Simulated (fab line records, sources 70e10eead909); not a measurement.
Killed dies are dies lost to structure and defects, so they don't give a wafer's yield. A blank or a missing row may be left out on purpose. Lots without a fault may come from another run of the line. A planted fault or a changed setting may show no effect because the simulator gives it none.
One fault seen from 3 desks | flow nand_harc | each desk has only its own numbers; what lay behind them comes last

THE METROLOGY DESK
What the gauges read, lot by lot, whatever tool the lot ran on: means of the sampled wafers that have a number. A lot is out of limits, marked OUT, if its mean lies more than 4 standard deviations from the usual mean; the brackets give that distance.
Columns: A = overlay_x_nm at NHARC_P_GATE_OVL_MEAS_27, usual 0.0 nm; B = overlay_y_nm at NHARC_P_GATE_OVL_MEAS_27, usual 0.0 nm
lot  | first seen here | A    | B
L950 | day 4 23:49     | -1.2 | 0.2
L951 | day 5 00:08     | 1.2  | -0.7
L954 | day 5 14:09     | -0.3 | 1.2
L953 | day 5 14:22     | 0.9  | -0.9
L956 | day 6 04:33     | 0.4  | -0.6
L963 | day 7 19:43     | -2.1 | 0.3
L965 | day 8 09:27     | 0.4  | 0.4
L967 | day 8 18:01     | -0.6 | -1.6
L969 | day 9 11:41     | 0.1  | 0.2
L968 | day 9 12:41     | -0.7 | -0.8
L970 | day 9 12:59     | -0.0 | -0.1
L971 | day 10 01:57    | -0.4 | 0.4
This desk's finding: nothing out of limits on any of the 12 lots.

THE DEFECT DESK
What the inspections along the route counted, lot by lot: means of the sampled wafers that have a number. A lot is out of limits, marked OUT, if its mean lies more than 4 standard deviations from the usual mean; the brackets give that distance.
Columns: A = raw_defect_count at NHARC_P_ZERO_WELL_INSPECT_43, usual 13
lot  | first seen here | A
L950 | day 1 19:47     | 8
L951 | day 2 01:28     | 7
L953 | day 2 13:47     | 18
L954 | day 2 19:55     | 435 (+70) OUT
L956 | day 3 07:41     | 424 (+68) OUT
L963 | day 5 05:58     | 10
L965 | day 5 13:28     | 15
L967 | day 6 01:34     | 23
L968 | day 6 07:44     | 9
L969 | day 6 13:38     | 15
L970 | day 6 19:51     | 12
L971 | day 7 01:29     | 15
This desk's finding: out of limits on L954, L956; first on L954, day 2 19:55 (raw_defect_count at NHARC_P_ZERO_WELL_INSPECT_43). In limits: L950, L951, L953, L963, L965, L967, L968, L969, L970, L971.

THE TOOL OWNER'S DESK: pecvd-01
The tool's own readings at NHARC_P_ZERO_WELL_PECVD_02 (deposits SiO2, target thk 10 nm): means of the sampled wafers that have a number, for each lot that ran on this tool. A lot is out of limits, marked OUT, if its mean lies more than 4 standard deviations from the usual mean; the brackets give that distance.
Columns: A = susceptor_temp_C at NHARC_P_ZERO_WELL_PECVD_02, usual 400.04 C
lot  | first seen here | A
L950 | day 1 12:29     | 400.10
L951 | day 1 18:27     | 400.05
L953 | day 2 06:31     | 399.83
L954 | day 2 12:45     | 400.09
L956 | day 3 00:30     | 400.08
L968 | day 6 00:30     | 399.95
This desk's finding: nothing out of limits on any of the 6 lots.

PUT TOGETHER
The defect desk could have raised an alarm at day 2 19:55, on L954, L956.
The metrology desk saw nothing out of limits.
The tool owner's desk saw nothing out of limits.
The metrology desk has L954, L956 on record, within its limits.
The tool owner's desk has L954, L956 on record, within its limits.
Of the lots named, all ran NHARC_P_ZERO_WELL_PECVD_02 on pecvd-01.

WHAT THE SIMULATOR HAD PUT IN
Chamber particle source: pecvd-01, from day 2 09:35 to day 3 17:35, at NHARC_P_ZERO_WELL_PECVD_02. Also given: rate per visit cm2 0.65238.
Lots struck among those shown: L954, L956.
Hours from the fault's start to each desk's first reading out of limits: the defect desk, 10.
